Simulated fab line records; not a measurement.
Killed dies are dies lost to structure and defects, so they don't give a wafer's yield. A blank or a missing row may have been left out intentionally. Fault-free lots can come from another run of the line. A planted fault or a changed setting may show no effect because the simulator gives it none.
Struck lot and sound lot, side by side || flow n5-finfet || 34 out of 1938 route steps
Sound: the wafers L212.1, L212.2, L212.6. Struck: wafer L221.4 (L221.1, L221.2, from the same lot, were not struck and are left out); the cause is given at the end.
Each step with rows lists, per side, the tool, then ch with its chambers, then its first start. Under that, the readings that differ: sound wafers || struck wafers || difference of the means || sigmas: that difference in standard deviations of wafers without a fault.
alike: same words and numbers on both sides, and readings whose means sit less than 2 such deviations apart. not compared: any withheld reading, any reading some wafer has no value for, any bound like >300 that may hide the same value, and any number with overlapping values for which the record gives no deviation.
A row with sigmas, a row that says differs or no value, or rows on one side alone: a step with any of these is where the two part. Numbers that have no deviation but don't overlap get no sigmas and don't part them. Lack of a reading on every wafer of one side parts them only where that side has two or more wafers.

first, 9 steps without rows for these wafers: N5_BEOL_M2_ILD_DEP_00 (deposits SiOC from DEMS/O2, target thk 79 nm, time 15.3 s); N5_BEOL_M2_PECVD_72 (deposits SiO2 from TEOS/O2, target thk 16 nm, time 18 s); N5_BEOL_M2_HM_DEP_02 (deposits TiN, target thk 20 nm); N5_BEOL_M2_COAT_61 (time 60 s, resist thk 60 nm); N5_BEOL_M2_COAT_62 (time 60 s, resist thk 12 nm); N5_BEOL_M2_COAT_73 (time 60 s, resist thk 5 nm); N5_BEOL_M2_COAT_05 (resist thk 30 nm); N5_BEOL_M2_EBR_07; N5_BEOL_M2_SOFTBAKE_06 (time 60 s).
N5_BEOL_M2_EXPOSE_08: exposes mask M2.
  sound on euv-scanner-01 ch 0, day 6 23:45; struck on euv-scanner-01 ch 0, day 9 02:26
  alike: mask
then, 3 steps without rows for these wafers: N5_BEOL_M2_PEB_09 (peb time 60 s); N5_BEOL_M2_DEVELOP_10 (develop time 30 s); N5_BEOL_M2_DESCUM_16 (chemistry O2, time 7 s).
N5_BEOL_M2_ETCH_74: etches underlayer in N2/H2, target depth 6.5 nm, time 5.2 s.
  sound on rie-diel-04 ch 0,1,3, day 7 00:03; struck on rie-diel-04 ch 0, day 9 02:44
  alike: drypump-motor-current-A, etch-rf-on-time-s, oes-product-au, rf-vpp-V, showerhead-plenum-p-Torr, throttle-valve-pct
  not compared: rf-hours-counter-h, model.BEOL_M2.cd-offset-nm
then, 1 step without rows for these wafers: N5_BEOL_M2_ETCH_63 (etches SiARC in CF4, target depth 15.6 nm, time 26 s).
N5_BEOL_M2_ETCH_64: etches SOC in N2/H2, target depth 75 nm, overetch 22.5 nm, time 121.9 s.
  sound on rie-diel-04 ch 0,1,3, day 7 00:05; struck on rie-diel-04 ch 0, day 9 02:46
{"reading": "model.BEOL_M2.cd-offset-nm (nm)", "sound": "-0.4 0.2 0.2", "struck": -0.6, "difference": -0.6, "sigmas": ""}
  alike: drypump-motor-current-A, oes-product-au, rf-vpp-V, showerhead-plenum-p-Torr, throttle-valve-pct
  not compared: rf-hours-counter-h
then, 16 steps without rows for these wafers: N5_BEOL_M2_STRIP_65 (strips in N2/H2); N5_BEOL_M2_STRIP_75 (strips in N2/H2); N5_BEOL_M2_STRIP_66 (strips in CF4); N5_BEOL_M2_HM_OPEN_17 (chemistry Cl2/BCl3, target TiN, target depth 20 nm, overetch 6 nm); N5_BEOL_M2_STRIP_19 (strips in O2); N5_BEOL_M2_COAT_67 (time 60 s, resist thk 60 nm); N5_BEOL_M2_COAT_68 (time 60 s, resist thk 12 nm); N5_BEOL_M2_COAT_76 (time 60 s, resist thk 5 nm); N5_BEOL_M2_COAT_22 (resist thk 30 nm); N5_BEOL_M2_EBR_24; N5_BEOL_M2_SOFTBAKE_23 (time 60 s); N5_BEOL_M2_EXPOSE_25 (exposes mask V1, defocus 5 nm); N5_BEOL_M2_PEB_26 (peb time 60 s); N5_BEOL_M2_DEVELOP_27 (develop time 30 s); N5_BEOL_M2_DESCUM_33 (chemistry O2, time 7 s); N5_BEOL_M2_ETCH_77 (etches underlayer in N2/H2, target depth 6.5 nm, time 5.2 s).
N5_BEOL_M4_RC_MEAS_101:
  the record has rows for the sound wafers here (prober-01 ch 0, day 8 15:06) and none for the struck ones
-- a jump in the record: the struck wafers' starts before and after are 6 days apart (it breaks off in module BEOL_M4 and resumes in module PASSIVATION, where the first step shown is number 1936 of the route) --
N5_PASSIVATION_PROBE_49:
  sound on prober-02, day 13 01:37; struck on prober-02, day 14 21:41
{"reading": "defect-limited-yield (%)", "sound": 91.9, "struck": 32.0, "difference": -59.9, "sigmas": -40}
{"reading": "killed_at_M0_to_M3", "sound": 37, "struck": 744, "difference": "+707", "sigmas": "+78"}
{"reading": "killed-dies", "sound": 96, "struck": 802, "difference": "+706", "sigmas": "+42"}
{"reading": "killed-on-rim", "sound": 8, "struck": 108, "difference": "+100", "sigmas": "+23"}
{"reading": "sort_bin_5_function (%)", "sound": 4.4, "struck": 43.5, "difference": "+39.1", "sigmas": "+42"}
{"reading": "sort_bin_6_memory (%)", "sound": 3.5, "struck": 19.8, "difference": "+16.3", "sigmas": "+24"}
{"reading": "sort-n-pass", "sound": 1084, "struck": 378, "difference": -706, "sigmas": -42}
{"reading": "sort-yield-pct (%)", "sound": 91.9, "struck": 32.0, "difference": -59.9, "sigmas": -40}
  alike: killed_at_M4_up, killed-at-contacts, killed-at-front-end, killed-at-other, killed-open, killed-short, sort_bin_8_speed

WHERE THEY PART
Earliest at N5_BEOL_M4_RC_MEAS_101; latest, in this record, at N5_PASSIVATION_PROBE_49.

WHY: what had been put in by the simulator
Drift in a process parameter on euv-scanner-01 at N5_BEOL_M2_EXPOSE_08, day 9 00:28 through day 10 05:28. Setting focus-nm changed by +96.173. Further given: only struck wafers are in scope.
